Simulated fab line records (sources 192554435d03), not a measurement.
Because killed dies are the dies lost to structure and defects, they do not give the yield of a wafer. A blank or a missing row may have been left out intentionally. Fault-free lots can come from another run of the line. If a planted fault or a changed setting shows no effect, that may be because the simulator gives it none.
Matching of chambers / flow n5Finfet / 4 sister chambers for N5_SD_EPI_N_ETCH_16 on rieDiel-02
The step etches SiO2 in CHF3/O2, target depth 5 nm. 4 wafers are shown with their chamber, then 10 later ones without.

== WAFERS WITH THEIR CHAMBER ==
wafer=L085.4; chamber=2; throttleValvePct (%)=19.10
wafer=L086.6; chamber=3; throttleValvePct (%)=19.03
wafer=L087.3; chamber=1; throttleValvePct (%)=19.02
wafer=L087.4; chamber=0; throttleValvePct (%)=18.74

== WAFERS WITHOUT THEIR CHAMBER ==
wafer=L087.6; throttleValvePct (%)=19.01
wafer=L089.2; throttleValvePct (%)=19.02
wafer=L089.4; throttleValvePct (%)=19.11
wafer=L089.5; throttleValvePct (%)=19.03
wafer=L091.1; throttleValvePct (%)=19.13
wafer=L091.3; throttleValvePct (%)=19.03
wafer=L091.4; throttleValvePct (%)=18.75
wafer=L094.1; throttleValvePct (%)=18.77
wafer=L094.2; throttleValvePct (%)=19.06
wafer=L094.6; throttleValvePct (%)=19.05

== WHICH CHAMBER EACH ONE RAN IN ==
wafer=L087.6; from the rows above=can't be placed: 1 or 3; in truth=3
wafer=L089.2; from the rows above=can't be placed: 1 or 3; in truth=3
wafer=L089.4; from the rows above=2; in truth=2
wafer=L089.5; from the rows above=can't be placed: 3 or 1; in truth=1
wafer=L091.1; from the rows above=2; in truth=2
wafer=L091.3; from the rows above=can't be placed: 3 or 1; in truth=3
wafer=L091.4; from the rows above=0; in truth=0
wafer=L094.1; from the rows above=0; in truth=0
wafer=L094.2; from the rows above=can't be placed: 3 or 1 or 2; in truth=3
wafer=L094.6; from the rows above=can't be placed: 3 or 1 or 2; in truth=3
Correctly placed: 4 of 10. These rows do not allow placing 6 (true chamber among the candidates in 6). 0 placed wrongly.
How it was worked out, from the rows above alone: a wafer's distance from a chamber is the root of the sum, over the readings, of the square of ((its reading less the chamber's mean) divided by the reading's scatter). The wafer belongs to the nearest chamber; if the next one is less than 2 further off, it can't be placed. Each chamber's mean is taken over the wafers shown for it. The scatter: root of mean squared gap, hidden wafer to nearest shown wafer, with one shown wafer a chamber.
